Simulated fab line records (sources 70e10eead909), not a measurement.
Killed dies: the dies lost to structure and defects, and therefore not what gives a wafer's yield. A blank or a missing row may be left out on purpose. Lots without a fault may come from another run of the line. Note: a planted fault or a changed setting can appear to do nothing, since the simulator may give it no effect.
Matching of chambers | flow nand harc | 4 sister chambers for NHARC_P_GATE_DESCUM_48 on rie diel-13
The step chemistry O2, time 3 s. 14 wafers are shown with their chamber, then 7 later ones without.

## WAFERS PAIRED WITH THEIR CHAMBERS
wafer  | chamber | showerhead plenum p Torr (Torr) | oes product au (a.u.) | throttle valve pct (%)
L076.2 | 3       | 2.04                            | 1.017                 | 11.325
L076.5 | 1       | 2.03                            | 0.987                 | 11.326
L076.6 | 2       | 2.04                            | 1.007                 | 11.298
L077.3 | 2       | 2.04                            | 0.995                 | 11.303
L077.4 | 3       | 2.04                            | 1.021                 | 11.298
L077.6 | 1       | 2.03                            | 0.981                 | 11.317
L080.1 | 1       | 2.03                            | 0.974                 | 11.310
L080.3 | 0       | 2.07                            | 0.988                 | 11.306
L080.5 | 0       | 2.07                            | 0.999                 | 11.295
L086.3 | 3       | 2.03                            | 1.014                 | 11.308
L086.5 | 3       | 2.03                            | 1.013                 | 11.308
L086.6 | 2       | 2.03                            | 0.999                 | 11.303
L094.1 | 1       | 2.02                            | 0.991                 | 11.309
L094.4 | 0       | 2.06                            | 0.995                 | 11.314

SIGNATURES (means of the wafers above)
reading                  | chamber 0 | chamber 1 | chamber 2 | chamber 3 | scatter within a chamber
showerhead plenum p Torr | 2.0667    | 2.0275    | 2.0367    | 2.0350    | 0.00555
oes product au           | 0.99400   | 0.98325   | 1.00033   | 1.01625   | 0.00583
throttle valve pct       | 11.30500  | 11.31550  | 11.30133  | 11.30975  | 0.00872
Rule: for each reading, subtract the chamber's mean from the wafer's reading, divide by that reading's scatter and square the result; add these up over the readings and take the root, which gives the wafer's distance from the chamber. The wafer belongs to the nearest chamber; if the next one is less than 2 further off, it can't be placed. The scatter: take each reading less its chamber's mean, square it, sum over the shown wafers, divide by the number of wafers less the number of chambers, and take the root.

## WAFERS WITHOUT THEIR CHAMBER
wafer  | showerhead plenum p Torr (Torr) | oes product au (a.u.) | throttle valve pct (%)
L094.5 | 2.03                            | 1.026                 | 11.312
L096.1 | 2.02                            | 0.994                 | 11.332
L096.3 | 2.02                            | 0.986                 | 11.304
L096.4 | 2.02                            | 0.992                 | 11.317
L096.2 | 2.06                            | 0.984                 | 11.318
L096.5 | 2.02                            | 1.000                 | 11.315
L096.6 | 2.02                            | 1.003                 | 11.304

## EACH ONE'S CHAMBER
wafer  | from the rows above          | in truth
L094.5 | 3                            | 3
L096.1 | can't be placed: 1 or 2      | 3
L096.3 | can't be placed: 1 or 2      | 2
L096.4 | can't be placed: 1 or 2      | 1
L096.2 | 0                            | 0
L096.5 | can't be placed: 1 or 2 or 3 | 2
L096.6 | can't be placed: 2 or 3 or 1 | 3
Placed correctly: 2 of 7. Unplaceable from these rows: 5, with the true chamber sitting among the candidates in 4. Number placed wrongly: 0.
